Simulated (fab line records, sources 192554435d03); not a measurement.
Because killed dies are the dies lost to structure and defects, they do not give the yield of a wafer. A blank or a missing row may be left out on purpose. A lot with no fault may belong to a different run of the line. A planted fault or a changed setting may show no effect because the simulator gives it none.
Matching of chambers / flow n5Finfet / 3 sister chambers for N5_MOL_CONTACT_COAG_CO_FILL_22 on cvdCo-01
The step material Co, precursor CCTBA/H2, target thk 20 nm. 6 wafers are shown with their chamber, then 6 later ones without.

WAFERS, EACH WITH ITS CHAMBER
wafer=L707.2; chamber=0; heaterPowerW (W)=226; chamberPressureTorr (Torr)=29.91
wafer=L713.3; chamber=0; heaterPowerW (W)=237; chamberPressureTorr (Torr)=29.91
wafer=L721.1; chamber=1; heaterPowerW (W)=227; chamberPressureTorr (Torr)=29.97
wafer=L723.1; chamber=2; heaterPowerW (W)=184; chamberPressureTorr (Torr)=30.04
wafer=L723.5; chamber=1; heaterPowerW (W)=229; chamberPressureTorr (Torr)=29.99
wafer=L723.6; chamber=2; heaterPowerW (W)=194; chamberPressureTorr (Torr)=29.98

WAFERS WHOSE CHAMBER IS MISSING
wafer=L724.2; heaterPowerW (W)=233; chamberPressureTorr (Torr)=29.97
wafer=L724.3; heaterPowerW (W)=191; chamberPressureTorr (Torr)=29.94
wafer=L724.5; heaterPowerW (W)=229; chamberPressureTorr (Torr)=30.09
wafer=L726.2; heaterPowerW (W)=190; chamberPressureTorr (Torr)=30.02
wafer=L726.3; heaterPowerW (W)=229; chamberPressureTorr (Torr)=30.10
wafer=L726.6; heaterPowerW (W)=231; chamberPressureTorr (Torr)=29.97

CHAMBER TAKEN BY EACH
wafer=L724.2; from the rows above=can't be placed: 1 or 0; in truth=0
wafer=L724.3; from the rows above=2; in truth=2
wafer=L724.5; from the rows above=1; in truth=1
wafer=L726.2; from the rows above=2; in truth=2
wafer=L726.3; from the rows above=1; in truth=1
wafer=L726.6; from the rows above=can't be placed: 1 or 0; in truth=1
Placed correctly: 4 of 6. Unplaceable from these rows: 2, with the true chamber sitting among the candidates in 2. Placed wrongly: 0.
How it was worked out, from the rows above alone: a wafer's distance from a chamber is the root of the sum, over the readings, of the square of ((its reading less the chamber's mean) divided by the reading's scatter). If the next closest chamber is less than 2 further off than the closest, the wafer can't be placed; otherwise it belongs to the closest. A chamber's mean is the mean of its shown wafers. The scatter: the root of (the sum of the squares of (reading less its chamber's mean) over the shown wafers, divided by (wafers less chambers)).
